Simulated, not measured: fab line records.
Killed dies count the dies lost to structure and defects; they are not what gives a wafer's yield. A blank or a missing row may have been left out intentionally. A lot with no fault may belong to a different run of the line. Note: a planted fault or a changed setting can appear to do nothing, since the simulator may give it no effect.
fab line records | flow nand_harc | part 1 of 2: steps 1 to 40 of 41
[record] lots = 6 | wafers = 18 | last_day = 33
route steps=1302 shown THIN_TSV@1261 END@1301
lots with no fault: from the same line, run without faults
start_h: start of the lot's first displayed wafer, in hours after the record's first day | wait_h: how many hours have passed since the lot's step before this one | " the same as in the row above | L1.1+2: a single row standing in for several wafers | - value missing, or start not given | * or withheld: withheld | < > ~ a bound
route shown NAME@n: a module of which the file shows steps, and the number in the route of the first | usual: mean and standard deviation over wafers with no fault | same: alike in all rows | chamber/n: place in a boat | sites: the reading at each site | _std_site: standard deviation of those values | _edge_site: the outer-site mean with the inner-site mean subtracted | radius_mm: for every site, how far away it sits from the centre of the wafer | mask NAME#n: copy n | behind: the tool/chamber that last shaped the wafer | hold: why the lot went on hold/how many hours it stayed there/how the hold came to an end | device: the transistor (n, p or np) that didn't switch | end of line: tests of these same wafers at the route's end | where a step has no rows: the recipe by itself | killed: at the first sort, the dies lost to defects and structure; wafer yield is something else | map: a wafer's dies, x killed, . not, _ none there
set.NAME: the run value of the setting; set.NAME@STEP: its run value at that earlier step | model.NAME: the simulator's own value behind a step, which no gauge read
lots seen at some steps along the route; tables by step, rows by wafer
services: a tool's chamber out of use, with start hour (start_h, from the record's first day; less than 0 if before it), hours out, and reason
[[steps]]
[step NHARC_THIN_TSV_DESCUM_14]
[recipe] time_s = 3 | o2_flow_sccm = 200 | ar_flow_sccm = 0 | bias_power_w = 0 | chemistry = O2
[step NHARC_THIN_TSV_ETCH_44]
[recipe] target_depth_a = 15942 | time_s = 797.1 | cf4_flow_sccm = 150 | o2_flow_sccm = 10 | ar_flow_sccm = 0 | rf_w = 300 | bias_w = 800 | chemistry = CF4/O2
[step NHARC_THIN_TSV_ETCH_15]
[recipe] target_depth_a = 30000 | bosch_target_overetch_cycles = 2 | bosch_etch_step_s = 2.8 | bosch_dep_step_s = 1.2 | bosch_cycles = 14
[step NHARC_THIN_TSV_CD_MEAS_16]
[usual] cd_nm = 1000.8/1.8
lot.wafer | tool      | chamber | start_h | wait_h | cd_nm
L858.1    | cd_sem-03 | -       | 619.16  | 0.1    | 1002.1
L858.2    | "         | -       | "       | "      | 1003.8
L858.4    | "         | -       | "       | "      | 1002.7
L857.3    | cd_sem-03 | -       | 632.77  | 0.1    | 1002.4
L857.5    | "         | -       | "       | "      | 998.2
L857.6    | "         | -       | "       | "      | 999.3
L868.2    | cd_sem-03 | -       | 698.25  | 0.1    | 1000.3
L868.4    | "         | -       | "       | "      | 999.7
L868.6    | "         | -       | "       | "      | 1001.5
L867.1    | cd_sem-03 | -       | 713.10  | 0.1    | 1001.0
L867.2    | "         | -       | "       | "      | 1000.2
L867.5    | "         | -       | "       | "      | 999.4
L873.1    | cd_sem-01 | -       | 771.08  | 0.1    | 999.9
L873.4    | "         | -       | "       | "      | 998.0
L873.6    | "         | -       | "       | "      | 1000.9
L872.1    | cd_sem-03 | -       | 773.46  | 0.1    | 1001.2
L872.2    | "         | -       | "       | "      | 1001.8
L872.3    | "         | -       | "       | "      | 1003.0
[step NHARC_THIN_TSV_STRIP_45]
[recipe] power_w = 1500 | temp_c = 250 | chemistry = O2
[step NHARC_THIN_TSV_STRIP_46]
[recipe] time_s = 1200 | temp_c = 72.5 | chemistry = post_etch_residue_remover
[step NHARC_THIN_TSV_DEP_47]
[recipe] target_thk_a = 2000 | temp_c = withheld | pressure_torr = 6.5 | rf_w = 900 | teos_flow_sccm = 161.4 | flow_sccm = 2650 | target_thk_nm = 200 | gas = O2 | material = SiO2
[usual] throttle_valve_pct = 15.9/0.56
lot.wafer | tool     | chamber | start_h | wait_h | throttle_valve_pct
L858.1    | pecvd-01 | 1       | 620.04  | -      | 15.7
L858.2    | "        | 0       | "       | "      | 16.6
L858.4    | "        | 1       | "       | "      | 15.7
L857.3    | pecvd-02 | 2       | 633.73  | -      | 14.9
L857.5    | "        | 0       | "       | "      | 15.6
L857.6    | "        | 1       | "       | "      | 16.7
L868.2    | pecvd-01 | 1       | 699.24  | -      | 15.4
L868.4    | "        | 1       | "       | "      | 15.3
L868.6    | "        | 0       | "       | "      | 16.6
L867.1    | pecvd-01 | 2       | 713.97  | -      | 15.4
L867.2    | "        | 1       | "       | "      | 15.7
L867.5    | "        | 1       | "       | "      | 15.7
L873.1    | pecvd-01 | 0       | 771.96  | -      | 17.1
L873.6    | "        | 1       | "       | "      | 15.4
L873.4    | "        | 2       | "       | "      | 15.7
L872.3    | pecvd-04 | 2       | 774.35  | -      | 16.2
L872.1    | "        | 0       | "       | "      | 15.2
L872.2    | "        | 1       | "       | "      | 16.0
[step NHARC_THIN_TSV_ETCHBACK_48]
[recipe] target_depth_a = 10285 | over_etch_frac = 0.3 | time_s = 405.17 | ion_energy_ev = 250 | c4f8_flow_sccm = withheld | ar_flow_sccm = withheld | rf_w = 600 | bias_w = 300 | chemistry = C4F8/Ar
[step NHARC_THIN_TSV_STRIP_62]
[recipe] power_w = 1500 | temp_c = 250 | time_s = 20 | chemistry = N2/H2
[step NHARC_THIN_TSV_DEGAS_49]
[recipe] temp_c = 300 | time_s = 120
[usual] heater_power_w = 463/52
lot.wafer | tool           | chamber | start_h | wait_h | heater_power_w
L858.1    | pvd_sputter-01 | -       | 621.00  | 0.2    | 476
L858.4    | "              | -       | "       | "      | 564
L858.2    | "              | -       | "       | "      | 470
L857.3    | pvd_sputter-02 | -       | 634.59  | 0.1    | 544
L857.6    | "              | -       | "       | "      | 445
L857.5    | "              | -       | "       | "      | 539
L868.2    | pvd_sputter-02 | -       | 701.42  | 0.1    | 520
L868.4    | "              | -       | "       | "      | 397
L868.6    | "              | -       | "       | "      | 396
L867.2    | pvd_sputter-02 | -       | 714.90  | 0.2    | 400
L867.1    | "              | -       | "       | "      | 443
L867.5    | "              | -       | "       | "      | 416
L873.1    | pvd_sputter-03 | -       | 773.05  | 0.2    | 395
L873.4    | "              | -       | "       | "      | 422
L873.6    | "              | -       | "       | "      | 502
L872.2    | pvd_sputter-03 | -       | 775.27  | 0.1    | 515
L872.1    | "              | -       | "       | "      | 452
L872.3    | "              | -       | "       | "      | 413
[step NHARC_THIN_TSV_PRE_CLEAN_50]
[recipe] time_s = 30 | temp_c = 280 | gas = H2/He
[step NHARC_THIN_TSV_PVD_19]
[recipe] target_thk_a = 200 | chamber_pressure_pa = 5 | material = TaN
[step NHARC_THIN_TSV_PVD_51]
[recipe] target_thk_a = 1000 | chamber_pressure_pa = 5 | material = Cu
[usual] throttle_valve_pct = 29.9/0.9
lot.wafer | tool           | chamber | start_h | wait_h | throttle_valve_pct
L858.1    | pvd_sputter-01 | -       | 621.27  | -      | 27.8
L858.4    | "              | -       | "       | "      | 30.6
L858.2    | "              | -       | "       | "      | 29.9
L857.3    | pvd_sputter-02 | -       | 634.90  | -      | 30.5
L857.5    | "              | -       | "       | "      | 30.3
L857.6    | "              | -       | "       | "      | 30.3
L868.4    | pvd_sputter-02 | -       | 701.70  | -      | 29.6
L868.2    | "              | -       | "       | "      | 28.8
L868.6    | "              | -       | "       | "      | 29.9
L867.2    | pvd_sputter-02 | -       | 715.18  | -      | 30.5
L867.1    | "              | -       | "       | "      | 29.9
L867.5    | "              | -       | "       | "      | 28.8
L873.1    | pvd_sputter-03 | -       | 773.32  | -      | 30.8
L873.4    | "              | -       | "       | "      | 29.2
L873.6    | "              | -       | "       | "      | 30.6
L872.2    | pvd_sputter-03 | -       | 775.55  | -      | 30.7
L872.3    | "              | -       | "       | "      | 29.2
L872.1    | "              | -       | "       | "      | 30.0
[step NHARC_THIN_TSV_ECD_20]
[recipe] target_thk_a = 20000 | material = Cu
[step NHARC_THIN_TSV_ANNEAL_52]
[recipe] temp_c = 225 | time_s = 90
[usual] wafer_temp_C_max = 225.9/0.34
lot.wafer | tool          | chamber | start_h | wait_h | wafer_temp_C_max
L858.1    | rtp_anneal-02 | 0       | 622.16  | 0.5    | 225.5
L858.2    | "             | 0       | "       | "      | 225.6
L858.4    | "             | 0       | "       | "      | 225.9
L857.3    | rtp_anneal-01 | 0       | 635.84  | 0.5    | 226.5
L857.5    | "             | 0       | "       | "      | 226.2
L857.6    | "             | 0       | "       | "      | 226.4
L868.2    | rtp_anneal-01 | 0       | 702.65  | 0.6    | 226.3
L868.4    | "             | 0       | "       | "      | 225.8
L868.6    | "             | 0       | "       | "      | 225.8
L867.1    | rtp_anneal-01 | 0       | 716.10  | 0.7    | 226.4
L867.2    | "             | 0       | "       | "      | 226.3
L867.5    | "             | 0       | "       | "      | 226.5
L873.1    | rtp_anneal-01 | 0       | 774.23  | 0.6    | 226.2
L873.4    | "             | 0       | "       | "      | 225.7
L873.6    | "             | 0       | "       | "      | 226.3
L872.1    | rtp_anneal-02 | 0       | 776.47  | 0.5    | 225.5
L872.2    | "             | 0       | "       | "      | 225.4
L872.3    | "             | 0       | "       | "      | 225.5
[step NHARC_THIN_TSV_CMP_21]
[recipe] t_overpolish_s = 30 | target_thk_nm = 2000
[step NHARC_THIN_TSV_SRD_23]
[step NHARC_THIN_TSV_DEGAS_53]
[recipe] temp_c = 300 | time_s = 60
[step NHARC_THIN_TSV_PRE_CLEAN_54]
[recipe] time_s = 30 | temp_c = 280 | gas = H2/He
[step NHARC_THIN_TSV_PVD_55]
[recipe] target_thk_a = 500 | material = TiN
[step NHARC_THIN_TSV_PVD_24]
[recipe] target_thk_a = 8000 | power_w = withheld | chamber_pressure_pa = withheld | substrate_temp_c = withheld | time_s = withheld | gas = Ar | material = Al
[step NHARC_THIN_TSV_DEHYDRATE_25]
[recipe] temp_c = 150 | time_s = 120
[step NHARC_THIN_TSV_HMDS_26]
[recipe] time_s = 30
[step NHARC_THIN_TSV_COAT_27]
[recipe] spin_rpm = *
[step NHARC_THIN_TSV_SOFTBAKE_28]
[recipe] temp_c = 122 | time_s = 95
[step NHARC_THIN_TSV_EBR_29]
[step NHARC_THIN_TSV_EXPOSE_30]
[recipe] na = 0.55 | dose_mj = 11.47 | mask_id = PAD
[step NHARC_THIN_TSV_PEB_31]
[recipe] peb_temp_c = 118 | peb_time_s = 85
[step NHARC_THIN_TSV_DEVELOP_32]
[recipe] time_s = 70
[step NHARC_THIN_TSV_CD_MEAS_33]
[recipe] target_cd_nm = 5000 | landing_energy_ev = 500
[usual] cd_nm = 4999.3/1.9
[same] landing_energy_ev = 500
lot.wafer | tool      | chamber | start_h | wait_h | cd_nm
L858.1    | cd_sem-03 | 0       | 623.98  | -      | 4996.3
L858.2    | "         | 0       | "       | "      | 5001.0
L858.4    | "         | 0       | "       | "      | 4999.1
L857.3    | cd_sem-01 | 0       | 637.69  | -      | 5000.8
L857.5    | "         | 0       | "       | "      | 5000.6
L857.6    | "         | 0       | "       | "      | 5002.0
L868.2    | cd_sem-02 | 0       | 704.42  | -      | 5001.6
L868.4    | "         | 0       | "       | "      | 5001.1
L868.6    | "         | 0       | "       | "      | 5001.8
L867.1    | cd_sem-01 | 0       | 718.05  | -      | 4999.0
L867.2    | "         | 0       | "       | "      | 4999.1
L867.5    | "         | 0       | "       | "      | 4999.7
L873.1    | cd_sem-01 | 0       | 776.20  | -      | 5000.8
L873.4    | "         | 0       | "       | "      | 5002.7
L873.6    | "         | 0       | "       | "      | 5001.6
L872.1    | cd_sem-01 | 0       | 778.41  | -      | 4999.2
L872.2    | "         | 0       | "       | "      | 4999.8
L872.3    | "         | 0       | "       | "      | 4996.4
[step NHARC_THIN_TSV_HARDBAKE_34]
[recipe] temp_c = 125 | time_s = 80
[step NHARC_THIN_TSV_DESCUM_35]
[recipe] time_s = 3 | o2_flow_sccm = 200 | ar_flow_sccm = 0 | bias_power_w = 0 | chemistry = O2
[step NHARC_THIN_TSV_ETCH_59]
[recipe] target_depth_a = 8800 | icp_w = 900 | bias_w = 100 | Cl2_flow_sccm = 60 | bcl3_flow_sccm = 30 | time_s = 138.1 | chemistry = Cl2/BCl3
[step NHARC_THIN_TSV_ETCH_36]
[recipe] target_depth_a = 650 | over_etch_frac = 0.3 | time_s = 18.571 | ion_energy_ev = 150 | chemistry = Cl2/BCl3
[usual] drypump_motor_current_A = 6.01/0.26 | he_backside_leak_sccm = 3.36/0.26 | oes_product_au = 0.997/0.01
lot.wafer | tool         | chamber | start_h | wait_h | drypump_motor_current_A | he_backside_leak_sccm | oes_product_au | rf_hours_counter_h
L858.2    | rie_metal-02 | 0       | 624.55  | 0.2    | 5.80                    | 3.63                  | 1.014          | 2.8
L858.1    | "            | 1       | "       | "      | 5.80                    | 3.37                  | 1.008          | 2.8
L858.4    | "            | 1       | "       | "      | 5.82                    | 3.09                  | 1.006          | -
L857.3    | rie_metal-01 | 1       | 638.25  | 0.2    | 6.44                    | 3.22                  | 0.999          | -
L857.5    | "            | 1       | "       | "      | 6.39                    | 3.21                  | 0.998          | -
L857.6    | "            | 0       | "       | "      | 5.77                    | 3.03                  | 0.998          | -
L868.2    | rie_metal-02 | 1       | 704.97  | 0.2    | 5.80                    | 3.15                  | 0.997          | 1.8
L868.4    | "            | 1       | "       | "      | 5.78                    | 3.24                  | 0.999          | -
L868.6    | "            | 0       | "       | "      | 5.79                    | 3.55                  | 1.008          | -
L867.1    | rie_metal-03 | 1       | 718.60  | 0.2    | 6.16                    | 3.75                  | 0.992          | 0.2
L867.2    | "            | 0       | "       | "      | 6.25                    | 3.27                  | 1.000          | 0.2
L867.5    | "            | 1       | "       | "      | 6.17                    | 3.67                  | 0.976          | -
L873.1    | rie_metal-03 | 1       | 776.75  | 0.2    | 6.18                    | 3.47                  | 0.986          | 1.2
L873.4    | "            | 0       | "       | "      | 6.22                    | 3.36                  | 1.004          | -
L873.6    | "            | 0       | "       | "      | 6.25                    | 3.09                  | 1.008          | -
L872.1    | rie_metal-01 | 1       | 778.96  | 0.2    | 6.42                    | 3.44                  | 0.998          | 0.5
L872.2    | "            | 0       | "       | "      | 5.78                    | 2.98                  | 1.009          | 0.5
L872.3    | "            | 1       | "       | "      | 6.42                    | 3.20                  | 1.004          | -
[step NHARC_THIN_TSV_STRIP_56]
[recipe] power_w = 1500 | temp_c = 250 | chemistry = O2
[usual] drypump_motor_current_A = 5.8/0.43 | heater_power_w = 339/56
lot.wafer | tool            | chamber | start_h | wait_h | drypump_motor_current_A | heater_power_w | rf_hours_counter_h
L858.2    | plasma_asher-02 | 1       | 624.65  | 0.1    | 5.4                     | 308            | 33
L858.1    | "               | 0       | "       | "      | 5.5                     | 271            | 33
L858.4    | "               | 1       | "       | "      | 5.4                     | 314            | -
L857.3    | plasma_asher-01 | 1       | 638.48  | 0.2    | 5.9                     | 433            | -
L857.5    | "               | 0       | "       | "      | 6.4                     | 347            | -
L857.6    | "               | 1       | "       | "      | 5.9                     | 425            | -
L868.2    | plasma_asher-02 | 1       | 705.11  | 0.1    | 5.4                     | 318            | 15
L868.4    | "               | 0       | "       | "      | 5.4                     | 277            | -
L868.6    | "               | 0       | "       | "      | 5.4                     | 271            | -
L867.2    | plasma_asher-01 | 0       | 718.69  | 0.1    | 6.4                     | 344            | 2
L867.1    | "               | 1       | "       | "      | 5.9                     | 434            | 2
L867.5    | "               | 0       | "       | "      | 6.4                     | 350            | -
L873.1    | plasma_asher-02 | 1       | 776.84  | 0.1    | 5.4                     | 313            | 30
L873.4    | "               | 1       | "       | "      | 5.3                     | 317            | -
L873.6    | "               | 0       | "       | "      | 5.4                     | 269            | -
L872.2    | plasma_asher-01 | 1       | 779.06  | 0.1    | 5.9                     | 421            | 14
L872.1    | "               | 0       | "       | "      | 6.4                     | 345            | 14
L872.3    | "               | 0       | "       | "      | 6.4                     | 350            | -
[step NHARC_THIN_TSV_STRIP_57]
[recipe] time_s = 1200 | temp_c = 72.5 | chemistry = post_etch_residue_remover
[step NHARC_THIN_TSV_CD_MEAS_37]
[usual] cd_nm = 5000.1/2.5
lot.wafer | tool      | chamber | start_h | wait_h | cd_nm
L858.1    | cd_sem-01 | -       | 625.51  | -      | 4998.1
L858.2    | "         | -       | "       | "      | 5004.0
L858.4    | "         | -       | "       | "      | 5001.3
L857.3    | cd_sem-03 | -       | 639.14  | -      | 5002.5
L857.5    | "         | -       | "       | "      | 4998.3
L857.6    | "         | -       | "       | "      | 5002.2
L868.2    | cd_sem-02 | -       | 705.86  | -      | 5001.9
L868.4    | "         | -       | "       | "      | 5001.6
L868.6    | "         | -       | "       | "      | 5002.9
L867.1    | cd_sem-01 | -       | 719.49  | -      | 4999.1
L867.2    | "         | -       | "       | "      | 4999.6
L867.5    | "         | -       | "       | "      | 5000.1
L873.1    | cd_sem-03 | -       | 777.64  | -      | 4999.3
L873.4    | "         | -       | "       | "      | 5001.5
L873.6    | "         | -       | "       | "      | 5001.9
L872.1    | cd_sem-03 | -       | 779.85  | -      | 4999.3
L872.2    | "         | -       | "       | "      | 5001.8
L872.3    | "         | -       | "       | "      | 5000.6
[step NHARC_THIN_TSV_ANNEAL_58]
[recipe] temp_c = 400 | time_s = 1800
[step NHARC_THIN_TSV_INSPECT_40]
[usual] raw_defect_count = 569/100
lot.wafer | tool              | chamber | start_h | wait_h | raw_defect_count
L858.1    | defect_inspect-02 | -       | 630.10  | 0.4    | 498
L858.2    | "                 | -       | "       | "      | 585
L858.4    | "                 | -       | "       | "      | 498
L857.3    | defect_inspect-01 | -       | 644.31  | 0.4    | 670
L857.5    | "                 | -       | "       | "      | 482
L857.6    | "                 | -       | "       | "      | 552
L868.2    | defect_inspect-01 | -       | 712.07  | 0.4    | 418
L868.4    | "                 | -       | "       | "      | 487
L868.6    | "                 | -       | "       | "      | 470
L867.1    | defect_inspect-01 | -       | 724.08  | 0.4    | 637
L867.2    | "                 | -       | "       | "      | 603
L867.5    | "                 | -       | "       | "      | 687
L873.1    | defect_inspect-01 | -       | 782.23  | 0.4    | 489
L873.4    | "                 | -       | "       | "      | 508
L873.6    | "                 | -       | "       | "      | 428
L872.1    | defect_inspect-01 | -       | 782.24  | 0.4    | 753
L872.2    | "                 | -       | "       | "      | 494
L872.3    | "                 | -       | "       | "      | 768
[step NHARC_END_WLT_00]
[usual] VT_DECK1_BOTTOM = 0.871/0.0067 | VT_DECK1_BOTTOM_INNER = 0.872/0.0069 | VT_DECK1_MEDIAN_NEAR_BOTTOM = 0.872/0.0065 | VT_DECK1_MEDIAN_NEAR_BOTTOM_INNER = 0.872/0.0063 | VT_DECK1_MIDDLE = 0.883/0.0067 | VT_DECK1_MIDDLE_INNER = 0.884/0.0067 | VT_DECK1_TOP = 0.895/0.0063 | VT_DECK1_TOP_INNER = 0.895/0.0069 | VT_DECK2_BOTTOM = 0.868/0.0075 | VT_DECK2_BOTTOM_INNER = 0.868/0.0085 | VT_DECK2_MEDIAN_NEAR_BOTTOM = 0.869/0.0077 | VT_DECK2_MEDIAN_NEAR_BOTTOM_INNER = 0.869/0.0074 | VT_DECK2_MIDDLE = 0.881/0.0071 | VT_DECK2_MIDDLE_INNER = 0.881/0.0077 | VT_DECK2_TOP = 0.894/0.0065 | VT_DECK2_TOP_INNER = 0.892/0.0073
lot.wafer | tool      | chamber | start_h | wait_h | VT_DECK1_BOTTOM | VT_DECK1_BOTTOM_INNER | VT_DECK1_MEDIAN_NEAR_BOTTOM | VT_DECK1_MEDIAN_NEAR_BOTTOM_INNER | VT_DECK1_MIDDLE | VT_DECK1_MIDDLE_INNER | VT_DECK1_TOP | VT_DECK1_TOP_INNER | VT_DECK2_BOTTOM | VT_DECK2_BOTTOM_INNER | VT_DECK2_MEDIAN_NEAR_BOTTOM | VT_DECK2_MEDIAN_NEAR_BOTTOM_INNER | VT_DECK2_MIDDLE | VT_DECK2_MIDDLE_INNER | VT_DECK2_TOP | VT_DECK2_TOP_INNER
L858.1    | prober-02 | -       | 630.17  | 0.1    | 0.877           | 0.868                 | 0.871                       | 0.878                             | 0.882           | 0.887                 | 0.895        | 0.904              | 0.862           | 0.867                 | 0.865                       | 0.865                             | 0.873           | 0.875                 | 0.888        | 0.883
L858.2    | "         | -       | "       | "      | 0.867           | 0.870                 | 0.877                       | 0.875                             | 0.884           | 0.891                 | 0.904        | 0.896              | 0.862           | 0.859                 | 0.855                       | 0.865                             | 0.866           | 0.864                 | 0.890        | 0.892
L858.4    | "         | -       | 631.68  | 1.6    | 0.881           | 0.872                 | 0.880                       | 0.872                             | 0.884           | 0.883                 | 0.903        | 0.894              | 0.869           | 0.869                 | 0.869                       | 0.870                             | 0.870           | 0.881                 | 0.886        | 0.877
L857.3    | prober-01 | -       | 645.35  | 1.0    | 0.884           | 0.886                 | 0.880                       | 0.883                             | 0.895           | 0.896                 | 0.903        | 0.895              | 0.875           | 0.869                 | 0.866                       | 0.867                             | 0.876           | 0.874                 | 0.895        | 0.894
L857.5    | "         | -       | 646.35  | 2.0    | 0.881           | 0.885                 | 0.878                       | 0.877                             | 0.886           | 0.886                 | 0.906        | 0.910              | 0.876           | 0.872                 | 0.881                       | 0.880                             | 0.887           | 0.885                 | 0.903        | 0.893
L857.6    | "         | -       | "       | "      | 0.869           | 0.878                 | 0.878                       | 0.884                             | 0.890           | 0.899                 | 0.892        | 0.901              | 0.865           | 0.875                 | 0.867                       | 0.869                             | 0.882           | 0.882                 | 0.898        | 0.888
L868.4    | prober-01 | -       | 713.64  | 1.6    | 0.870           | 0.858                 | 0.861                       | 0.870                             | 0.874           | 0.883                 | 0.903        | 0.892              | 0.857           | 0.861                 | 0.862                       | 0.858                             | 0.877           | 0.879                 | 0.886        | 0.883
L868.6    | "         | -       | 714.64  | 2.6    | 0.868           | 0.869                 | 0.877                       | 0.874                             | 0.891           | 0.887                 | 0.895        | 0.890              | 0.869           | 0.873                 | 0.874                       | 0.869                             | 0.872           | 0.877                 | 0.887        | 0.888
L867.1    | prober-02 | -       | 724.14  | 0.1    | 0.862           | 0.863                 | 0.862                       | 0.872                             | 0.889           | 0.877                 | 0.889        | 0.891              | 0.862           | 0.862                 | 0.864                       | 0.864                             | 0.876           | 0.876                 | 0.891        | 0.890
L867.2    | "         | -       | "       | "      | 0.862           | 0.864                 | 0.871                       | 0.867                             | 0.874           | 0.879                 | 0.897        | 0.890              | 0.869           | 0.865                 | 0.872                       | 0.874                             | 0.877           | 0.874                 | 0.883        | 0.881
L873.1    | prober-01 | -       | 782.28  | 0.0    | 0.860           | 0.860                 | 0.866                       | 0.867                             | 0.878           | 0.875                 | 0.891        | 0.885              | 0.876           | 0.872                 | 0.871                       | 0.872                             | 0.885           | 0.881                 | 0.892        | 0.901
L873.4    | "         | -       | 783.80  | 1.6    | 0.872           | 0.876                 | 0.874                       | 0.872                             | 0.872           | 0.881                 | 0.883        | 0.888              | 0.871           | 0.876                 | 0.872                       | 0.875                             | 0.887           | 0.892                 | 0.899        | 0.897
L873.6    | "         | -       | 784.81  | 2.6    | 0.863           | 0.874                 | 0.860                       | 0.866                             | 0.875           | 0.881                 | 0.887        | 0.891              | 0.867           | 0.868                 | 0.867                       | 0.869                             | 0.882           | 0.883                 | 0.899        | 0.887
L872.1    | prober-01 | -       | 790.21  | 8.0    | 0.868           | 0.874                 | 0.877                       | 0.872                             | 0.891           | 0.882                 | 0.901        | 0.895              | 0.874           | 0.876                 | 0.877                       | 0.877                             | 0.888           | 0.890                 | 0.892        | 0.897
L872.2    | "         | -       | "       | "      | 0.868           | 0.872                 | 0.872                       | 0.869                             | 0.879           | 0.882                 | 0.893        | 0.887              | 0.879           | 0.879                 | 0.875                       | 0.879                             | 0.888           | 0.884                 | 0.897        | 0.896
L872.3    | "         | -       | "       | "      | 0.866           | 0.876                 | 0.868                       | 0.870                             | 0.886           | 0.881                 | 0.889        | 0.897              | 0.887           | 0.885                 | 0.890                       | 0.884                             | 0.887           | 0.899                 | 0.898        | 0.899
